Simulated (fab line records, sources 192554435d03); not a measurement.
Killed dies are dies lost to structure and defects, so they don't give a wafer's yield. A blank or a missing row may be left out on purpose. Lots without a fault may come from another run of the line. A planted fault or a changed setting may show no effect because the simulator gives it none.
Chamber matching | flow n5_finfet | N5_MOL_CONTACT_COAG_ETCHBACK_135 on rie_diel-06: 4 sister chambers
The step etches SiO2 in CHF3, target depth 25 nm, time 16.7 s. 24 wafers are shown with their chamber, then 12 later ones without.

WAFERS WITH THEIR CHAMBER
wafer  | chamber | drypump_motor_current_A (A) | showerhead_plenum_p_Torr (Torr) | rf_vpp_V (V)
L074.1 | 1       | 5.3                         | 2.36                            | 516
L074.2 | 0       | 5.5                         | 2.48                            | 525
L074.3 | 2       | 5.4                         | 2.36                            | 518
L078.1 | 1       | 5.3                         | 2.36                            | 515
L078.2 | 0       | 5.5                         | 2.48                            | 526
L078.3 | 2       | 5.4                         | 2.35                            | 517
L081.1 | 2       | 5.4                         | 2.35                            | 519
L081.2 | 0       | 5.5                         | 2.48                            | 526
L081.6 | 3       | 6.8                         | 2.47                            | 521
L082.2 | 1       | 5.3                         | 2.35                            | 514
L082.5 | 1       | 5.3                         | 2.35                            | 515
L082.6 | 3       | 6.8                         | 2.47                            | 522
L083.1 | 1       | 5.3                         | 2.35                            | 514
L083.3 | 0       | 5.5                         | 2.47                            | 525
L083.5 | 3       | 6.8                         | 2.47                            | 521
L084.1 | 0       | 5.5                         | 2.47                            | 526
L084.3 | 3       | 6.8                         | 2.47                            | 522
L084.6 | 3       | 6.8                         | 2.47                            | 523
L087.3 | 3       | 6.9                         | 2.46                            | 521
L087.5 | 3       | 6.8                         | 2.46                            | 520
L087.6 | 0       | 5.5                         | 2.47                            | 525
L089.1 | 1       | 5.3                         | 2.35                            | 514
L089.3 | 0       | 5.5                         | 2.47                            | 524
L089.6 | 2       | 5.4                         | 2.35                            | 517

SIGNATURES (means of the wafers above)
reading                  | chamber 0 | chamber 1 | chamber 2 | chamber 3 | scatter within a chamber
drypump_motor_current_A  | 5.500     | 5.300     | 5.400     | 6.814     | 0.0207
showerhead_plenum_p_Torr | 2.4743    | 2.3533    | 2.3525    | 2.4671    | 0.00511
rf_vpp_V                 | 525.29    | 514.67    | 517.75    | 521.43    | 0.873
Rule: a wafer's distance from a chamber is the root of the sum, over the readings, of the square of ((its reading less the chamber's mean) divided by the reading's scatter). The wafer belongs to the nearest chamber; if the next one is less than 2 further off, it can't be placed. The scatter: the root of (the sum of the squares of (reading less its chamber's mean) over the shown wafers, divided by (wafers less chambers)).

WAFERS WITHOUT THEIR CHAMBER
wafer  | drypump_motor_current_A (A) | showerhead_plenum_p_Torr (Torr) | rf_vpp_V (V)
L091.1 | 5.4                         | 2.35                            | 513
L091.5 | 5.5                         | 2.47                            | 525
L091.6 | 6.8                         | 2.46                            | 522
L094.2 | 6.8                         | 2.46                            | 521
L094.4 | 5.4                         | 2.34                            | 516
L094.6 | 5.5                         | 2.47                            | 525
L095.1 | 6.8                         | 2.46                            | 521
L095.2 | 5.4                         | 2.34                            | 517
L095.3 | 5.3                         | 2.34                            | 514
L095.4 | 5.5                         | 2.46                            | 525
L095.5 | 6.8                         | 2.46                            | 521
L095.6 | 5.5                         | 2.47                            | 524

WHICH CHAMBER EACH WENT THROUGH
wafer  | from the rows above     | in truth
L091.1 | can't be placed: 1 or 2 | 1
L091.5 | 0                       | 0
L091.6 | 3                       | 3
L094.2 | 3                       | 3
L094.4 | 2                       | 2
L094.6 | 0                       | 0
L095.1 | 3                       | 3
L095.2 | 2                       | 2
L095.3 | 1                       | 1
L095.4 | 0                       | 0
L095.5 | 3                       | 3
L095.6 | 0                       | 0
Placed correctly: 11 of 12. Can't be placed from these rows: 1 (the true chamber is among the candidates in 1). Placed wrongly: 0.
